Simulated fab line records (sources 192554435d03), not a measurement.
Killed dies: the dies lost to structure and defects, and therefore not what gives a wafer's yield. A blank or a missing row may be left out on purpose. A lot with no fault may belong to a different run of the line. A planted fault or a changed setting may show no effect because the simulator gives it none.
Which tool was responsible?    flow n5-finfet    8 lots with 24 wafers sampled at 9 steps, on a route of 1938 steps

## WHAT THE GAUGES READ, wafer by wafer
N5_DUMMY_GATE_OVL_MEAS_16. Usual: GATE_OVL 0.1 nm, standard deviation 0.75.
lot   measured     on          GATE_OVL (nm)   flag
L171  day 3 04:05  overlay-02  0.9 -0.4 0.5    
L173  day 3 16:37  overlay-01  -0.4 1.0 -0.2   
L176  day 4 10:07  overlay-02  0.6 -0.2 0.5    
L179  day 5 09:02  overlay-02  0.0 -0.9 -0.1   
L188  day 7 10:22  overlay-01  0.8 0.5 1.7     
L190  day 7 22:41  overlay-01  -0.8 0.2 1.0    
L191  day 8 03:58  overlay-01  -0.4 0.5 0.6    
L192  day 8 18:52  overlay-01  -1.0 -0.5 -1.3  

N5_SPACER0_INSPECT_04: inspects for defects (darkfield). Usual: raw-defect-count 149, standard deviation 38.
lot   measured     on                 raw-defect-count  flag
L171  day 3 05:59  defect-inspect-02  178 147 285       
L173  day 3 18:37  defect-inspect-02  177 154 111       
L176  day 4 13:38  defect-inspect-01  120 154 126       
L179  day 5 10:52  defect-inspect-02  235 154 180       
L188  day 7 13:28  defect-inspect-02  530 513 499       OFF
L190  day 8 00:49  defect-inspect-02  528 568 513       OFF
L191  day 8 06:53  defect-inspect-02  156 151 148       
L192  day 8 21:10  defect-inspect-01  137 169 128       

N5_SD_EPI_N_INSPECT_11: inspects for defects (macro). Usual: raw-defect-count 2.0, standard deviation 1.5.
lot   measured     on                 raw-defect-count  flag
L171  day 3 06:26  defect-inspect-02  2 1 1             
L173  day 3 19:04  defect-inspect-02  1 3 1             
L176  day 4 14:05  defect-inspect-01  6 1 1             
L179  day 5 11:12  defect-inspect-01  4 1 0             
L188  day 7 13:47  defect-inspect-02  >300 >300 >300    OFF
L190  day 8 01:16  defect-inspect-01  >300 >300 >300    OFF
L191  day 8 07:13  defect-inspect-02  2 0 4             
L192  day 8 21:37  defect-inspect-02  1 2 1             

N5_SD_EPI_N_INSPECT_26: inspects for defects (darkfield). Usual: raw-defect-count 208, standard deviation 39.
lot   measured     on                 raw-defect-count  flag
L171  day 3 10:55  defect-inspect-01  240 149 284       
L173  day 3 23:06  defect-inspect-01  194 195 142       
L176  day 4 19:11  defect-inspect-02  185 262 190       
L179  day 5 15:58  defect-inspect-02  314 207 229       
L188  day 7 18:06  defect-inspect-02  590 563 536       OFF
L190  day 8 06:00  defect-inspect-02  575 616 565       OFF
L191  day 8 12:19  defect-inspect-01  202 189 153       
L192  day 9 01:58  defect-inspect-02  227 258 215       

N5_SD_EPI_P_INSPECT_26: inspects for defects (darkfield). Usual: raw-defect-count 174, standard deviation 36.
lot   measured     on                 raw-defect-count  flag
L171  day 3 15:10  defect-inspect-01  174 140 218       
L173  day 4 03:54  defect-inspect-01  166 151 139       
L176  day 5 00:13  defect-inspect-01  149 216 191       
L179  day 5 20:13  defect-inspect-02  235 180 203       
L188  day 7 23:08  defect-inspect-02  581 516 519       OFF
L190  day 8 10:55  defect-inspect-02  537 629 568       OFF
L191  day 8 16:31  defect-inspect-01  147 156 159       
L192  day 9 06:10  defect-inspect-02  174 161 153       

N5_BEOL_M4_RC_MEAS_101. Usual: DIBL_N 35.8 mV/V, standard deviation 1.7; DIBL_P 35.3 mV/V, standard deviation 2; IOFF_N 0.150 nA/um, standard deviation 0.026; IOFF_P 0.194 nA/um, standard deviation 0.029; ION_N 667 uA/um, standard deviation 11; ION_P 456 uA/um, standard deviation 7.1; SS_N 71.4 mV/dec, standard deviation 0.65; SS_P 73.1 mV/dec, standard deviation 0.64; VT_N 251 mV, standard deviation 3; VT_P -252 mV, standard deviation 3.2.
lot   measured      on         DIBL_N (mV/V)   DIBL_P (mV/V)   IOFF_N (nA/um)     IOFF_P (nA/um)     ION_N (uA/um)  ION_P (uA/um)  SS_N (mV/dec)   SS_P (mV/dec)   VT_N (mV)    VT_P (mV)       flag
L171  day 11 02:30  prober-01  37.5 38.0 35.9  35.6 37.8 35.0  0.165 0.195 0.141  0.191 0.236 0.187  659 665 644    444 447 442    72.8 72.9 72.0  73.9 74.3 72.9  253 246 253  -255 -248 -253  
L173  day 10 23:08  prober-02  36.3 35.5 35.1  39.2 38.0 37.0  0.181 0.148 0.158  0.208 0.189 0.186  679 659 675    459 453 458    71.7 72.0 71.8  73.6 73.9 72.7  248 249 252  -252 -253 -253  
L176  day 11 20:26  prober-02  34.8 35.6 34.6  34.4 35.2 33.4  0.118 0.126 0.110  0.165 0.167 0.152  659 649 638    450 448 445    70.4 71.1 70.9  72.9 72.2 72.4  254 254 257  -255 -256 -259  
L179  day 12 13:01  prober-01  34.5 33.9 35.6  36.0 34.6 36.7  0.148 0.136 0.175  0.217 0.202 0.238  665 660 671    464 463 462    71.5 70.9 71.9  73.9 72.9 73.8  250 251 247  -247 -250 -246  
L188  day 14 15:12  prober-02  36.4 35.6 38.0  34.8 34.5 37.2  0.156 0.137 0.190  0.168 0.160 0.194  648 665 679    436 450 455    72.4 71.5 72.3  73.4 73.4 74.3  254 251 248  -253 -254 -253  
L190  day 15 02:43  prober-01  33.6 33.7 33.3  33.6 32.3 32.0  0.139 0.123 0.122  0.173 0.147 0.149  664 652 652    454 452 445    70.7 70.9 70.9  72.6 71.9 72.5  250 254 251  -253 -257 -256  
L191  day 15 08:19  prober-01  34.3 36.6 34.5  34.8 37.6 35.9  0.117 0.153 0.129  0.170 0.217 0.184  668 666 674    463 458 463    70.9 71.9 71.3  73.4 73.2 73.1  255 253 252  -253 -251 -253  
L192  day 15 11:44  prober-02  37.6 36.5 36.8  35.2 35.3 36.0  0.177 0.159 0.167  0.217 0.212 0.225  680 669 679    463 461 464    71.3 70.4 71.2  73.9 72.7 73.7  248 250 250  -248 -250 -252  

## EACH LOT AND THE TOOL THAT RAN IT (in order: tool; ch and the chambers of the sampled wafers; start)
lot   N5_DUMMY_GATE_ETCH_29              N5_DUMMY_GATE_ETCH_44            N5_SPACER0_ALD_00
L171  rie-diel-06 ch 1,2, day 3 04:15    rie-si-02 ch 0,1,2, day 3 04:56  ald-sin-04 ch 1,3, day 3 05:34
L173  rie-diel-06 ch 1,3, day 3 16:46    rie-si-06 ch 1,2,3, day 3 17:28  ald-sin-02 ch 1,2,3, day 3 18:12
L176  rie-diel-06 ch 1,3, day 4 10:22    rie-si-06 ch 0,1,2, day 4 11:15  ald-sin-01 ch 0,3, day 4 13:14
L179  rie-diel-05 ch 0,2, day 5 09:11    rie-si-06 ch 0,1, day 5 09:52    ald-sin-04 ch 1,2,3, day 5 10:27
L188  rie-diel-02 ch 0,1, day 7 10:43    rie-si-06 ch 0,3, day 7 11:24    ald-sin-04 ch 1,2, day 7 13:03
L190  rie-diel-06 ch 1,2,3, day 7 22:55  rie-si-06 ch 0,3, day 7 23:38    ald-sin-04 ch 2,3, day 8 00:20
L191  rie-diel-05 ch 0,1, day 8 04:50    rie-si-02 ch 0,1,2, day 8 05:41  ald-sin-02 ch 0,2,3, day 8 06:28
L192  rie-diel-05 ch 1,3, day 8 19:01    rie-si-02 ch 1,2, day 8 19:45    ald-sin-02 ch 1,2,3, day 8 20:44
- N5_DUMMY_GATE_ETCH_29: etches underlayer in N2/H2, target depth 13 nm.
- N5_DUMMY_GATE_ETCH_44: etches poly-Si in HBr/O2, stops on SiO2, target depth 127.5 nm.
- N5_SPACER0_ALD_00: deposits SiOCN, target thk 3.5 nm, pulse time 3 s, purge time 2 s.

## AS READ BY THE TOOLS THEMSELVES (means over the sampled wafers that have a number; for cases with no such wafer, the mark the record gives instead)
N5_DUMMY_GATE_ETCH_29. Usual: drypump-motor-current-A 5.9 A, standard deviation 0.44; n2-flow-sccm 200.0 sccm, standard deviation 0.62; oes-product-au 0.77 a.u., standard deviation 0.08; rf-vpp-V 524.0 V, standard deviation 2.6; showerhead-plenum-p-Torr 2.55 Torr, standard deviation 0.098; throttle-valve-pct 18.04 %, standard deviation 0.2.
lot   tool         drypump-motor-current-A (A)  n2-flow-sccm (sccm)  oes-product-au (a.u.)  rf-vpp-V (V)  showerhead-plenum-p-Torr (Torr)  throttle-valve-pct (%)  flag
L171  rie-diel-06  6.2                          199.5                0.71                   525.3         2.59                             18.25                   
L173  rie-diel-06  6.3                          200.0                0.78                   523.8         2.49                             18.09                   
L176  rie-diel-06  6.3                          200.2                0.77                   522.0         2.49                             18.10                   
L179  rie-diel-05  5.9                          200.5                0.74                   524.6         2.55                             18.20                   
L188  rie-diel-02  6.4                          200.0                0.85                   527.1         2.68                             17.82                   
L190  rie-diel-06  6.2                          200.0                0.81                   523.2         2.51                             18.04                   
L191  rie-diel-05  5.7                          200.1                0.69                   523.6         2.54                             18.14                   
L192  rie-diel-05  5.4                          200.0                0.69                   524.7         2.60                             17.95                   

N5_DUMMY_GATE_ETCH_44. Usual: drypump-motor-current-A 5.7 A, standard deviation 0.35; oes-product-au 0.728 a.u., standard deviation 0.011; throttle-valve-pct 18.54 %, standard deviation 0.21.
lot   tool       drypump-motor-current-A (A)  oes-product-au (a.u.)  throttle-valve-pct (%)  flag
L171  rie-si-02  5.8                          0.724                  18.43                   
L173  rie-si-06  5.9                          0.718                  18.52                   
L176  rie-si-06  5.6                          0.723                  18.55                   
L179  rie-si-06  5.5                          0.727                  18.73                   
L188  rie-si-06  5.7                          0.725                  18.66                   
L190  rie-si-06  5.7                          0.722                  18.66                   
L191  rie-si-02  5.8                          0.738                  18.44                   
L192  rie-si-02  6.1                          0.733                  18.44                   

N5_SPACER0_ALD_00. Usual: heater-power-outer-w 517 W, standard deviation 68; heater-power-w 856 W, standard deviation 86; precursor-pulse-height-rel 0.997, standard deviation 0.021.
lot   tool        heater-power-outer-w (W)  heater-power-w (W)  precursor-pulse-height-rel  flag
L171  ald-sin-04  477                       816                 1.009                       
L173  ald-sin-02  510                       832                 1.000                       
L176  ald-sin-01  636                       1006                0.974                       
L179  ald-sin-04  521                       891                 0.993                       
L188  ald-sin-04  543                       933                 0.979                       
L190  ald-sin-04  550                       915                 1.010                       
L191  ald-sin-02  473                       820                 0.991                       
L192  ald-sin-02  509                       844                 0.990                       

## THE ANSWER, worked out from the rows above alone
Rule: a lot counts as off when the mean over its wafers that have a number is more than 3 standard deviations away from the usual mean. Also off: a lot with no number at a reading for which 4 or more lots have one. Where the step has rows for the other lots, those lots are counted as sound. First the gauges in route order, then the tools' own readings, where a lot's mean is used as printed above. The first step at which some lot is off is used, and at that step the reading that is off furthest; a lot without a number counts as furthest.
Off at N5_SPACER0_INSPECT_04 (raw-defect-count): L188, L190.
A tool fits if, at a process step before that reading, it ran every lot that is off, and no sound lot after the first of them. The gauges at N5_SPACER0_INSPECT_04 are tried like those tools. This does not decide it: 2 tools fit, namely rie-si-06 at N5_DUMMY_GATE_ETCH_44 and ald-sin-04 at N5_SPACER0_ALD_00.

## WHAT WAS PUT IN BY THE SIMULATOR
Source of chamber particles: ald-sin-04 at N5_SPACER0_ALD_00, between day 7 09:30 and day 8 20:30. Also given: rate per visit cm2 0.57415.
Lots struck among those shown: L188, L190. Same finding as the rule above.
